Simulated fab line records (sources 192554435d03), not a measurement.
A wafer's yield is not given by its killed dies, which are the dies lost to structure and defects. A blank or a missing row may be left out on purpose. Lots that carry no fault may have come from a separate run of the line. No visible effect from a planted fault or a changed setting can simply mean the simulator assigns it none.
Split-lot experiment / flow n5-finfet / 7 lots, 39 wafers read, on a route of 1938 steps

ABOUT THE SPLIT
At N5_MOL_CONTACT_COAG_SPUTTER_130 (material Co, target thk 47.5 nm), the setting power-w was moved away from the recipe's 3000 W on 9 of the 39 wafers read, by -15.6% to +12.8%. For the rest of the wafers, this setting stayed at what the recipe calls for.

Reading taken at the split's own step.

THE READING
Co_of_MOL_CONTACT_COAG_SPUTTER_130.thk-nm (the simulator's own value, which no gauge read), in nm, at N5_MOL_CONTACT_COAG_SPUTTER_130 (material Co, target thk 47.5 nm). There is no usual value for it anywhere in the file. Here, 30 wafers ran the recipe; their average is 47.3 nm with a standard deviation of 1 nm.

wafer=L075.1; tool, chamber at the split=pvd-sputter-03, -; power-w as run, W=3000; against the recipe=recipe; Co_of_MOL_CONTACT_COAG_SPUTTER_130.thk-nm, nm=45.8; against lot-mates on the recipe=-
wafer=L075.6; tool, chamber at the split=pvd-sputter-03, -; power-w as run, W=3000; against the recipe=recipe; Co_of_MOL_CONTACT_COAG_SPUTTER_130.thk-nm, nm=45.8; against lot-mates on the recipe=-
wafer=L075.2; tool, chamber at the split=pvd-sputter-03, -; power-w as run, W=3000; against the recipe=recipe; Co_of_MOL_CONTACT_COAG_SPUTTER_130.thk-nm, nm=46; against lot-mates on the recipe=-
wafer=L075.5; tool, chamber at the split=pvd-sputter-03, -; power-w as run, W=3000; against the recipe=recipe; Co_of_MOL_CONTACT_COAG_SPUTTER_130.thk-nm, nm=46; against lot-mates on the recipe=-
wafer=L075.3; tool, chamber at the split=pvd-sputter-03, -; power-w as run, W=3000; against the recipe=recipe; Co_of_MOL_CONTACT_COAG_SPUTTER_130.thk-nm, nm=46.6; against lot-mates on the recipe=-
wafer=L075.4; tool, chamber at the split=pvd-sputter-03, -; power-w as run, W=3000; against the recipe=recipe; Co_of_MOL_CONTACT_COAG_SPUTTER_130.thk-nm, nm=46.4; against lot-mates on the recipe=-
wafer=L083.1; tool, chamber at the split=pvd-sputter-01, -; power-w as run, W=2532; against the recipe=-15.6%; Co_of_MOL_CONTACT_COAG_SPUTTER_130.thk-nm, nm=40; against lot-mates on the recipe=-8.0
wafer=L083.2; tool, chamber at the split=pvd-sputter-01, -; power-w as run, W=2532; against the recipe=-15.6%; Co_of_MOL_CONTACT_COAG_SPUTTER_130.thk-nm, nm=40; against lot-mates on the recipe=-8.0
wafer=L083.3; tool, chamber at the split=pvd-sputter-01, -; power-w as run, W=2532; against the recipe=-15.6%; Co_of_MOL_CONTACT_COAG_SPUTTER_130.thk-nm, nm=40.4; against lot-mates on the recipe=-7.6
wafer=L083.4; tool, chamber at the split=pvd-sputter-01, -; power-w as run, W=3000; against the recipe=recipe; Co_of_MOL_CONTACT_COAG_SPUTTER_130.thk-nm, nm=48; against lot-mates on the recipe=-
wafer=L083.5; tool, chamber at the split=pvd-sputter-01, -; power-w as run, W=3000; against the recipe=recipe; Co_of_MOL_CONTACT_COAG_SPUTTER_130.thk-nm, nm=47.4; against lot-mates on the recipe=-
wafer=L083.6; tool, chamber at the split=pvd-sputter-01, -; power-w as run, W=3000; against the recipe=recipe; Co_of_MOL_CONTACT_COAG_SPUTTER_130.thk-nm, nm=48.6; against lot-mates on the recipe=-
wafer=L084.1; tool, chamber at the split=pvd-sputter-01, -; power-w as run, W=3000; against the recipe=recipe; Co_of_MOL_CONTACT_COAG_SPUTTER_130.thk-nm, nm=48.6; against lot-mates on the recipe=-
wafer=L084.4; tool, chamber at the split=pvd-sputter-01, -; power-w as run, W=3000; against the recipe=recipe; Co_of_MOL_CONTACT_COAG_SPUTTER_130.thk-nm, nm=48.6; against lot-mates on the recipe=-
wafer=L084.2; tool, chamber at the split=pvd-sputter-01, -; power-w as run, W=3000; against the recipe=recipe; Co_of_MOL_CONTACT_COAG_SPUTTER_130.thk-nm, nm=48.2; against lot-mates on the recipe=-
wafer=L084.3; tool, chamber at the split=pvd-sputter-01, -; power-w as run, W=3000; against the recipe=recipe; Co_of_MOL_CONTACT_COAG_SPUTTER_130.thk-nm, nm=48.2; against lot-mates on the recipe=-
wafer=L084.5; tool, chamber at the split=pvd-sputter-01, -; power-w as run, W=3000; against the recipe=recipe; Co_of_MOL_CONTACT_COAG_SPUTTER_130.thk-nm, nm=48.4; against lot-mates on the recipe=-
wafer=L084.6; tool, chamber at the split=pvd-sputter-01, -; power-w as run, W=3000; against the recipe=recipe; Co_of_MOL_CONTACT_COAG_SPUTTER_130.thk-nm, nm=49; against lot-mates on the recipe=-
wafer=L085.1; tool, chamber at the split=pvd-sputter-03, -; power-w as run, W=3000; against the recipe=recipe; Co_of_MOL_CONTACT_COAG_SPUTTER_130.thk-nm, nm=46.6; against lot-mates on the recipe=-
wafer=L085.3; tool, chamber at the split=pvd-sputter-03, -; power-w as run, W=3000; against the recipe=recipe; Co_of_MOL_CONTACT_COAG_SPUTTER_130.thk-nm, nm=45.8; against lot-mates on the recipe=-
wafer=L085.4; tool, chamber at the split=pvd-sputter-03, -; power-w as run, W=3000; against the recipe=recipe; Co_of_MOL_CONTACT_COAG_SPUTTER_130.thk-nm, nm=45.8; against lot-mates on the recipe=-
wafer=L086.1; tool, chamber at the split=pvd-sputter-01, -; power-w as run, W=3000; against the recipe=recipe; Co_of_MOL_CONTACT_COAG_SPUTTER_130.thk-nm, nm=47.2; against lot-mates on the recipe=-
wafer=L086.4; tool, chamber at the split=pvd-sputter-01, -; power-w as run, W=3000; against the recipe=recipe; Co_of_MOL_CONTACT_COAG_SPUTTER_130.thk-nm, nm=47.2; against lot-mates on the recipe=-
wafer=L086.2; tool, chamber at the split=pvd-sputter-01, -; power-w as run, W=3000; against the recipe=recipe; Co_of_MOL_CONTACT_COAG_SPUTTER_130.thk-nm, nm=48; against lot-mates on the recipe=-
wafer=L086.6; tool, chamber at the split=pvd-sputter-01, -; power-w as run, W=3000; against the recipe=recipe; Co_of_MOL_CONTACT_COAG_SPUTTER_130.thk-nm, nm=48; against lot-mates on the recipe=-
wafer=L086.3; tool, chamber at the split=pvd-sputter-01, -; power-w as run, W=3000; against the recipe=recipe; Co_of_MOL_CONTACT_COAG_SPUTTER_130.thk-nm, nm=47.4; against lot-mates on the recipe=-
wafer=L086.5; tool, chamber at the split=pvd-sputter-01, -; power-w as run, W=3000; against the recipe=recipe; Co_of_MOL_CONTACT_COAG_SPUTTER_130.thk-nm, nm=47.4; against lot-mates on the recipe=-
wafer=L088.1; tool, chamber at the split=pvd-sputter-02, -; power-w as run, W=3000; against the recipe=recipe; Co_of_MOL_CONTACT_COAG_SPUTTER_130.thk-nm, nm=47.2; against lot-mates on the recipe=-
wafer=L088.2; tool, chamber at the split=pvd-sputter-02, -; power-w as run, W=3385; against the recipe=+12.8%; Co_of_MOL_CONTACT_COAG_SPUTTER_130.thk-nm, nm=54.6; against lot-mates on the recipe=+7.2
wafer=L088.3; tool, chamber at the split=pvd-sputter-02, -; power-w as run, W=3385; against the recipe=+12.8%; Co_of_MOL_CONTACT_COAG_SPUTTER_130.thk-nm, nm=54.6; against lot-mates on the recipe=+7.2
wafer=L088.4; tool, chamber at the split=pvd-sputter-02, -; power-w as run, W=3000; against the recipe=recipe; Co_of_MOL_CONTACT_COAG_SPUTTER_130.thk-nm, nm=46.4; against lot-mates on the recipe=-
wafer=L088.5; tool, chamber at the split=pvd-sputter-02, -; power-w as run, W=3000; against the recipe=recipe; Co_of_MOL_CONTACT_COAG_SPUTTER_130.thk-nm, nm=48.6; against lot-mates on the recipe=-
wafer=L088.6; tool, chamber at the split=pvd-sputter-02, -; power-w as run, W=3385; against the recipe=+12.8%; Co_of_MOL_CONTACT_COAG_SPUTTER_130.thk-nm, nm=52.8; against lot-mates on the recipe=+5.4
wafer=L094.1; tool, chamber at the split=pvd-sputter-03, -; power-w as run, W=3336; against the recipe=+11.2%; Co_of_MOL_CONTACT_COAG_SPUTTER_130.thk-nm, nm=51.4; against lot-mates on the recipe=+4.3
wafer=L094.2; tool, chamber at the split=pvd-sputter-03, -; power-w as run, W=3000; against the recipe=recipe; Co_of_MOL_CONTACT_COAG_SPUTTER_130.thk-nm, nm=47.6; against lot-mates on the recipe=-
wafer=L094.3; tool, chamber at the split=pvd-sputter-03, -; power-w as run, W=3336; against the recipe=+11.2%; Co_of_MOL_CONTACT_COAG_SPUTTER_130.thk-nm, nm=52.4; against lot-mates on the recipe=+5.3
wafer=L094.4; tool, chamber at the split=pvd-sputter-03, -; power-w as run, W=3336; against the recipe=+11.2%; Co_of_MOL_CONTACT_COAG_SPUTTER_130.thk-nm, nm=52.2; against lot-mates on the recipe=+5.1
wafer=L094.5; tool, chamber at the split=pvd-sputter-03, -; power-w as run, W=3000; against the recipe=recipe; Co_of_MOL_CONTACT_COAG_SPUTTER_130.thk-nm, nm=46.4; against lot-mates on the recipe=-
wafer=L094.6; tool, chamber at the split=pvd-sputter-03, -; power-w as run, W=3000; against the recipe=recipe; Co_of_MOL_CONTACT_COAG_SPUTTER_130.thk-nm, nm=47.4; against lot-mates on the recipe=-

THE FIT
A straight line over all 39 wafers: Co_of_MOL_CONTACT_COAG_SPUTTER_130.thk-nm changes by +0.469 nm for each +1% of power-w; r = +0.95; the points scatter about the line by 0.97 nm.
The same after taking each lot's own level away (the mean of its wafers on the recipe; 39 wafers): +0.492 nm for each +1%; r = +0.99; scatter 0.53 nm.
Per that fit: largest power-w move, reading shift of 7.7 nm.
The lots' own levels span 46.07 to 48.50 nm, that is 2.4 times the standard deviation above.
The two slopes are in agreement: the lot-to-lot level therefore moves the slope only a little.
Check: -7.64 nm against its lot-mates is what the line predicts for one of the wafers moved furthest among these (-15.6%) when that wafer is left out of the fit. Against them it came out at -8 nm.

ADDITIONAL SPLITS CARRIED BY THESE WAFERS
Other splits were also applied to these wafers ahead of the reading. Each is held against what the fit with the lots' levels taken away leaves over:
other split on the same wafers=N5_WELL_APT_EXPOSE_22 dose-mj; wafers away from the commonest value=9; r with Co_of_MOL_CONTACT_COAG_SPUTTER_130.thk-nm (lot level and that fit taken away)=-0.02
other split on the same wafers=N5_FIN_SAQP_MANDREL_ETCH_22 target-depth-a; wafers away from the commonest value=12; r with Co_of_MOL_CONTACT_COAG_SPUTTER_130.thk-nm (lot level and that fit taken away)=+0.11
other split on the same wafers=N5_DUMMY_GATE_EXPOSE_12 dose-mj; wafers away from the commonest value=18; r with Co_of_MOL_CONTACT_COAG_SPUTTER_130.thk-nm (lot level and that fit taken away)=-0.01
other split on the same wafers=N5_SD_EPI_N_EPI_21 pressure-torr; wafers away from the commonest value=24; r with Co_of_MOL_CONTACT_COAG_SPUTTER_130.thk-nm (lot level and that fit taken away)=-0.12

THE FILE'S OWN FIT
Co_of_MOL_CONTACT_COAG_SPUTTER_130.thk-nm changes by +0.491 nm for each +1% of power-w, r = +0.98.
